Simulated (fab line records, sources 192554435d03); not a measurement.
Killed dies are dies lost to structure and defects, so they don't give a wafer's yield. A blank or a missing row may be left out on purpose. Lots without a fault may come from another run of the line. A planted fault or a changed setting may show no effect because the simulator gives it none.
Chamber matching | flow n5_finfet | N5_MOL_CONTACT_COAG_ETCH_89 on rie_diel-02: 4 sister chambers
The step etches underlayer in N2/H2, target depth 13 nm, time 10.4 s. 8 wafers are shown with their chamber, then 9 later ones without.

WAFERS WITH THEIR CHAMBER
wafer  | chamber | drypump_motor_current_A (A) | showerhead_plenum_p_Torr (Torr)
L078.5 | 3       | 5.9                         | 2.65
L078.6 | 0       | 5.3                         | 2.71
L080.6 | 3       | 5.9                         | 2.64
L086.4 | 2       | 6.4                         | 2.51
L086.5 | 1       | 5.5                         | 2.68
L085.1 | 0       | 5.3                         | 2.70
L085.2 | 2       | 6.4                         | 2.51
L085.6 | 1       | 5.4                         | 2.68

WAFERS WITHOUT THEIR CHAMBER
wafer  | drypump_motor_current_A (A) | showerhead_plenum_p_Torr (Torr)
L093.3 | 5.9                         | 2.63
L093.5 | 5.3                         | 2.70
L093.6 | 5.5                         | 2.67
L094.1 | 5.5                         | 2.67
L094.2 | 6.4                         | 2.50
L094.4 | 5.3                         | 2.69
L097.2 | 6.4                         | 2.50
L097.4 | 5.9                         | 2.63
L097.6 | 5.5                         | 2.67

WHICH CHAMBER EACH WENT THROUGH
wafer  | from the rows above     | in truth
L093.3 | 3                       | 3
L093.5 | 0                       | 0
L093.6 | 1                       | 1
L094.1 | 1                       | 1
L094.2 | 2                       | 2
L094.4 | can't be placed: 0 or 1 | 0
L097.2 | 2                       | 2
L097.4 | 3                       | 3
L097.6 | 1                       | 1
Placed correctly: 8 of 9. Can't be placed from these rows: 1 (the true chamber is among the candidates in 1). Placed wrongly: 0.
How it was worked out, from the rows above alone: a wafer's distance from a chamber is the root of the sum, over the readings, of the square of ((its reading less the chamber's mean) divided by the reading's scatter). The wafer belongs to the nearest chamber; if the next one is less than 2 further off, it can't be placed. A chamber's mean is the mean of its shown wafers. The scatter: the root of (the sum of the squares of (reading less its chamber's mean) over the shown wafers, divided by (wafers less chambers)).
